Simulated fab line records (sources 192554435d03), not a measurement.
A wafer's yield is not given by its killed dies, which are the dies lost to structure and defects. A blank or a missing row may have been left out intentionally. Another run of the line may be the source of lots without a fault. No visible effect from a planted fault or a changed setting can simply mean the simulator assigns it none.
Struck lot and sound lot, side by side / flow n5_finfet / 19 out of 1938 route steps
Sound: the wafers L499.1, L499.5, L499.6. Struck: wafer L512.5 (left out: L512.1, a lot-mate that was not struck); the cause follows at the end.
Per side, at each step with rows, come the tool, then ch with its chambers, and then its first start. Under that, the readings that differ: sound wafers / struck wafers / difference of the means / sigmas: that difference in standard deviations of wafers without a fault.
alike: a reading whose means differ by less than 2 such deviations, as well as words and numbers matching on both sides. not compared: withheld readings; readings where some wafer has no value; bounds like >300 that might hide an equal value; numbers whose values overlap and for which the record gives no deviation.
The two part at a step that has a row with sigmas, a row that says differs or no value, or rows on one side only. Non-overlapping numbers with no deviation appear without sigmas and do not part them. A reading missing from all wafers of one side parts the sides only when that side holds two or more wafers.

first, 9 steps without rows for these wafers: N5_GATE_CUT_COAT_07 (resist thk 30 nm); N5_GATE_CUT_EBR_09; N5_GATE_CUT_SOFTBAKE_08 (time 60 s); N5_GATE_CUT_EXPOSE_10 (exposes mask GATE CUT, target cd 20 nm); N5_GATE_CUT_PEB_11 (peb time 60 s); N5_GATE_CUT_DEVELOP_12 (develop time 30 s); N5_GATE_CUT_DESCUM_18 (chemistry O2, time 7 s); N5_GATE_CUT_ETCH_28 (etches underlayer in N2/H2, target depth 13 nm, time 10.4 s); N5_GATE_CUT_ETCH_36 (etches SiARC in CF4, target depth 13 nm, time 21.7 s).
N5_GATE_CUT_ETCH_37: etches SOC in N2/H2, target depth 60 nm, overetch 12 nm, time 90 s.
  sound on rie_diel-01 ch 1,2, day 4 12:37; struck on rie_diel-01 ch 3, day 7 17:16
reading=model.SiARC_of_GATE_CUT_COAT_35.thk_nm (nm); sound=6 5.8 6; struck=4.6; difference=-1.3; sigmas=
reading=model.GATE_CUT.cd_nm (nm); sound=20.4 20 20.4; struck=20.6; difference=+0.3; sigmas=
  alike: drypump_motor_current_A, oes_product_au, rf_vpp_V, showerhead_plenum_p_Torr, throttle_valve_pct
  not compared: rf_hours_counter_h
then, 5 steps without rows for these wafers: N5_GATE_CUT_STRIP_38 (strips in N2/H2); N5_GATE_CUT_STRIP_39 (strips in N2/H2); N5_GATE_CUT_HM_OPEN_40 (chemistry C4F6/O2, target SiO2, target depth 139 nm, time 85.1 s); N5_GATE_CUT_STRIP_41 (strips in CF4); N5_GATE_CUT_STRIP_42 (strips in O2).
N5_GATE_CUT_ETCH_19: etches SiNx in CH3F/O2, target depth 53.7 nm, time 76.7 s.
  sound on rie_diel-01 ch 1,2, day 4 12:49; struck on rie_diel-01 ch 3, day 7 17:28
reading=model.GATE_CUT.cd_nm (nm); sound=20.4 20 20.4; struck=20.6; difference=+0.3; sigmas=
  alike: drypump_motor_current_A, etch_rf_on_time_s, oes_product_au, rf_vpp_V, showerhead_plenum_p_Torr, throttle_valve_pct
  not compared: rf_hours_counter_h
then, 1 step without rows for these wafers: N5_GATE_CUT_CUT_ETCH_53 (etches W in SF6/Cl2, target depth 79.2 nm).
-- a jump in the record: the struck wafers' starts before and after are 3 days apart (it breaks off in module GATE_CUT and resumes in module BEOL_M4, where the first step shown is number 1111 of the route) --
N5_BEOL_M4_RC_MEAS_101:
  sound on prober-02 ch 0, day 7 12:51; struck on prober-01 ch 0, day 10 20:19
reading=ION_P (uA/um); sound=462 473 464; struck=451; difference=-15; sigmas=-2
  alike: DIBL_N, DIBL_P, IOFF_N, IOFF_P, ION_N, SS_N, SS_P, VT_N, VT_P
following that, these wafers have no rows for 1 step: N5_PASSIVATION_PROBE_49.

## WHERE THEY PART
Within this record, at N5_BEOL_M4_RC_MEAS_101 only.

WHY: what had been put in by the simulator
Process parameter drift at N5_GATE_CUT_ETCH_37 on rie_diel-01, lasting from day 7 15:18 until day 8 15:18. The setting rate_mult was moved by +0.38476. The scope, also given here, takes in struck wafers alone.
